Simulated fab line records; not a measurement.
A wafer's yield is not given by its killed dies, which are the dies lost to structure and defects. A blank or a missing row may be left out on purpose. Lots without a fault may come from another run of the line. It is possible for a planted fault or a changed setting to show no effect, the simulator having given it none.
Lot-split experiment | flow n5 finfet | 7 lots, 21 wafers read, on a route of 1938 steps

## THE SPLIT ITSELF
At N5_PASSIVATION_ETCH_54 (etches SiO2 in CHF3/O2, target depth 880 nm, time 440 s), the setting time s was moved away from the recipe's 440 s on 10 of the 21 wafers read, by -9.3% to +18.9%. The other wafers ran this setting at the recipe's value.

The reading is taken at the split's own step.

## THE READING
etch.depth nm (the simulator's own value, which no gauge read), in nm, at N5_PASSIVATION_ETCH_54 (etches SiO2 in CHF3/O2, target depth 880 nm, time 440 s). There is no usual value for it anywhere in the file. The 11 wafers here that ran the recipe average 877.7 nm, standard deviation 18 nm.

wafer  | tool, chamber at the split | time s as run, s | against the recipe | etch.depth nm, nm | against lot-mates on the recipe
L074.1 | rie diel-04, 1             | 440              | recipe             | 897.9             | -
L074.2 | rie diel-04, 0             | 440              | recipe             | 868.1             | -
L074.6 | rie diel-04, 3             | 440              | recipe             | 901.2             | -
L075.1 | rie diel-06, 0             | 495              | +12.5%             | 1009              | +171.7
L075.4 | rie diel-06, 2             | 440              | recipe             | 837.3             | -
L075.5 | rie diel-06, 1             | 495              | +12.5%             | 990.8             | +153.5
L076.2 | rie diel-04, 1             | 440              | recipe             | 886.7             | -
L076.3 | rie diel-04, 3             | 523.1            | +18.9%             | 1069              | +182.3
L076.6 | rie diel-04, 1             | 523.1            | +18.9%             | 1052              | +165.3
L079.2 | rie diel-06, 2             | 479.5            | +9.0%              | 898.8             | no lot-mate on the recipe
L079.3 | rie diel-06, 3             | 479.5            | +9.0%              | 946.9             | no lot-mate on the recipe
L079.4 | rie diel-06, 0             | 479.5            | +9.0%              | 967.5             | no lot-mate on the recipe
L080.3 | rie diel-06, 0             | 398.9            | -9.3%              | 808.7             | -80.4
L080.5 | rie diel-06, 0             | 440              | recipe             | 893.8             | -
L080.6 | rie diel-06, 1             | 440              | recipe             | 884.5             | -
L092.1 | rie diel-04, 0             | 440              | recipe             | 870.7             | -
L092.4 | rie diel-04, 2             | 440              | recipe             | 865.5             | -
L092.5 | rie diel-04, 2             | 502.1            | +14.1%             | 986.7             | +118.6
L096.2 | rie diel-02, 1             | 440              | recipe             | 859.2             | -
L096.4 | rie diel-02, 0             | 440              | recipe             | 889.7             | -
L096.6 | rie diel-02, 1             | 506.4            | +15.1%             | 989.6             | +115.1

FIT RESULTS
A straight line over all 21 wafers: etch.depth nm changes by +8.7 nm for each +1% of time s; r = +0.95; the points scatter about the line by 22 nm.
The same after taking each lot's own level away (the mean of its wafers on the recipe; 18 wafers): +9.48 nm for each +1%; r = +0.97; scatter 20 nm.
That fit puts the effect of the largest move of time s on the reading at 1.8e+02 nm.
The lots' own levels span 837.30 to 889.15 nm, that is 2.8 times the standard deviation above.
The two slopes agree, so the slope changes little with the lot-to-lot level.
Check: +181 nm against its lot-mates is what the line predicts for one of the wafers moved furthest among these (+18.9%) when that wafer is left out of the fit. It came out at +182 nm against them.

## OTHER SPLITS ON THESE WAFERS
These wafers also went through other splits before the reading. Each is held against what the fit with the lots' levels taken away leaves over:
other split on the same wafers    | wafers away from the commonest value | r with etch.depth nm (lot level and that fit taken away)
N5_BEOL_M14_TRENCH_ETCH_34 time s | 9                                    | +0.04
N5_BEOL_M15_COAT_22 spin rpm      | 7                                    | -0.14
N5_BEOL_M15_EXPOSE_25 dose mj     | 7                                    | +0.10
N5_MIM_BOT_SPUTTER_00 time s      | 6                                    | -0.08

## THE WHOLE CHAIN: every reading that the file lists as answering this split, in the file's order
step                   | what it does                                            | reading                                                                       | change (the file's fit)              | r (the file's)
N5_PASSIVATION_ETCH_54 | etches SiO2 in CHF3/O2, target depth 880 nm, time 440 s | PASSIVATION.feature depth nm (the simulator's own value, which no gauge read) | +9.24 nm for each +1% of the setting | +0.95
N5_PASSIVATION_ETCH_54 | etches SiO2 in CHF3/O2, target depth 880 nm, time 440 s | etch.depth nm (the simulator's own value, which no gauge read)                | +9.23 nm for each +1% of the setting | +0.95

## FILE'S OWN FIT
etch.depth nm changes by +9.23 nm for each +1% of time s, r = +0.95.
